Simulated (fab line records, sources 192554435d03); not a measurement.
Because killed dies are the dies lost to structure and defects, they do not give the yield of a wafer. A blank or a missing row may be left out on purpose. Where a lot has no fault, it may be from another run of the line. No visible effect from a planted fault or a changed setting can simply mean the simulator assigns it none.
A struck lot beside a sound one | flow n5_finfet | 15 out of 1938 route steps
Sound: wafers L709.1, L709.4, L709.5. Struck: wafer L715.5. (L715.2, L715.3 of the same lot were not struck and are left out.) The cause comes at the end.
At each step with rows: each side's tool, then ch and its chambers, then its first start. Under that, the readings that differ: sound wafers | struck wafers | difference of the means | sigmas: that difference in standard deviations of wafers without a fault.
alike: readings whose means differ by less than 2 such deviations, and words and numbers that are the same on both sides. not compared: withheld readings, readings that some wafer has no value for, bounds like >300 that may hide the same value, and numbers for which the record gives no deviation and whose values overlap.
A row with sigmas, a row that says differs or no value, or rows on one side alone: a step with any of these is where the two part. Numbers that don't overlap but have no deviation are shown without sigmas and don't part them. Lack of a reading on every wafer of one side parts them only where that side has two or more wafers.

first, 4 steps without rows for these wafers: N5_BEOL_M7_SOFTBAKE_06 (time 60 s); N5_BEOL_M7_EXPOSE_08 (exposes mask M7); N5_BEOL_M7_PEB_09 (peb time 60 s); N5_BEOL_M7_DEVELOP_10 (develop time 30 s).
N5_BEOL_M7_CD_MEAS_11 targets a cd of 38.5 nm.
  sound on cd_sem-03 ch 0, day 11 00:55; struck on cd_sem-03 ch 0, day 12 00:04
  alike: cd_nm
N5_BEOL_M7_OVL_MEAS_12:
  sound on overlay-02 ch 0, day 11 00:56; struck on overlay-02 ch 0, day 12 00:05
  alike: M7_OVL
N5_BEOL_M7_INSPECT_13: inspects for defects (brightfield).
  sound: defect_inspect-01 at day 11 00:58; struck: defect_inspect-01 at day 12 00:07
  alike: raw_defect_count
N5_BEOL_M7_DESCUM_16: chemistry O2, time 7.9 s.
  sound on rie_diel-06 ch 0,2,3, day 11 01:26; struck on rie_diel-04 ch 0, day 12 00:09
  reading                | sound             | struck | difference | sigmas
  throttle_valve_pct (%) | 20.27 20.20 20.51 | 20.81  | +0.48      | +2
  alike: drypump_motor_current_A, oes_product_au, rf_vpp_V, showerhead_plenum_p_Torr
  not compared: rf_hours_counter_h
N5_BEOL_M7_ETCH_61: etches SiARC in CF4, target depth 45.5 nm, time 75.8 s.
  sound on rie_diel-06 ch 0,2,3, day 11 01:28; struck on rie_diel-04 ch 0, day 12 00:11
  alike: drypump_motor_current_A, etch_rf_on_time_s, oes_product_au, rf_vpp_V, showerhead_plenum_p_Torr, throttle_valve_pct
  not compared: rf_hours_counter_h
N5_BEOL_M7_ETCH_62: etches SOC in N2/H2, target depth 110 nm, overetch 22 nm, time 165 s.
  sound on rie_diel-06 ch 0,2,3, day 11 01:31; struck on rie_diel-04 ch 0, day 12 00:14
  alike: drypump_motor_current_A, oes_product_au, rf_vpp_V, showerhead_plenum_p_Torr, throttle_valve_pct
  not compared: rf_hours_counter_h
then, 1 step without rows for these wafers: N5_BEOL_M7_STRIP_68 (strips in N2/H2).
N5_BEOL_M7_STRIP_67: strips in CF4.
  sound on rie_diel-06 ch 0,2,3, day 11 01:40; struck on rie_diel-04 ch 0, day 12 00:23
  alike: drypump_motor_current_A, oes_product_au, rf_vpp_V, showerhead_plenum_p_Torr, throttle_valve_pct
  not compared: rf_hours_counter_h
N5_BEOL_M7_HM_OPEN_17: chemistry Cl2/BCl3, target TiN, target depth 20 nm, overetch 6 nm.
  sound on rie_metal-03 ch 0,1, day 11 01:42; struck on rie_metal-01 ch 0, day 12 00:25
  reading                                  | sound             | struck | difference | sigmas
  oes_ar_750_au (a.u.)                     | 0.94 0.91 0.95    | 0.68   | -0.25      | -3
  oes_product_au (a.u.)                    | 0.82 0.79 0.83    | 0.60   | -0.21      | -2
  throttle_valve_pct (%)                   | 22.41 21.91 22.42 | 21.84  | -0.41      | -2
  model.SOC_of_BEOL_M7_COAT_59.thk_nm (nm) | 92 92 92.2        | 87.8   | -4.3       |
  alike: drypump_motor_current_A, mfc_cl2_sccm
  not compared: rf_hours_counter_h
N5_BEOL_M7_STRIP_19: strips in O2.
  sound on rie_diel-04 ch 0,2,3, day 11 02:01; struck on rie_diel-03 ch 3, day 12 00:32
  alike: drypump_motor_current_A, oes_product_au, rf_vpp_V, showerhead_plenum_p_Torr, throttle_valve_pct
  not compared: rf_hours_counter_h
N5_PASSIVATION_PROBE_49:
  sound wafers here have rows in the record (prober-01, day 14 07:09); struck ones have none

== WHERE THEY PART ==
At N5_BEOL_M7_DESCUM_16 first; at N5_PASSIVATION_PROBE_49 last (within this record only).

WHY: whatever the simulator had introduced
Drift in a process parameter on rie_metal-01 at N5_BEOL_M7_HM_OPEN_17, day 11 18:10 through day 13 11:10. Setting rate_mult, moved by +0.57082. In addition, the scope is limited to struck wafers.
